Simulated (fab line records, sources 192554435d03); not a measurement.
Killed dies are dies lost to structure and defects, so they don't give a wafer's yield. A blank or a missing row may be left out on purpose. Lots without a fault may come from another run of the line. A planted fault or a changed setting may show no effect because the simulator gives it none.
Chamber matching | flow n5_finfet | N5_BEOL_M7_VIA_ETCH_34 on rie_diel-05: 4 sister chambers
The step etches SiCOH lowk in C4F6/O2, target depth 125.5 nm, time 50.5 s. 4 wafers are shown with their chamber, then 10 later ones without.

WAFERS WITH THEIR CHAMBER
wafer  | chamber | rf_vpp_V (V)
L086.3 | 3       | 673
L086.4 | 2       | 643
L090.1 | 1       | 675
L090.2 | 0       | 695

WAFERS WITHOUT THEIR CHAMBER
wafer  | rf_vpp_V (V)
L090.3 | 643
L092.1 | 676
L092.4 | 693
L092.6 | 676
L095.2 | 677
L095.3 | 671
L095.5 | 676
L094.1 | 645
L094.2 | 671
L094.5 | 672

WHICH CHAMBER EACH WENT THROUGH
wafer  | from the rows above     | in truth
L090.3 | 2                       | 2
L092.1 | can't be placed: 1 or 3 | 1
L092.4 | 0                       | 0
L092.6 | can't be placed: 1 or 3 | 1
L095.2 | can't be placed: 1 or 3 | 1
L095.3 | can't be placed: 3 or 1 | 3
L095.5 | can't be placed: 1 or 3 | 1
L094.1 | 2                       | 2
L094.2 | can't be placed: 3 or 1 | 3
L094.5 | can't be placed: 3 or 1 | 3
Placed correctly: 3 of 10. Can't be placed from these rows: 7 (the true chamber is among the candidates in 7). Placed wrongly: 0.
How it was worked out, from the rows above alone: a wafer's distance from a chamber is the root of the sum, over the readings, of the square of ((its reading less the chamber's mean) divided by the reading's scatter). The wafer belongs to the nearest chamber; if the next one is less than 2 further off, it can't be placed. A chamber's mean is the mean of its shown wafers. The scatter: with one shown wafer a chamber, the root of the mean of the squares of how far each hidden wafer lies from its nearest shown one.
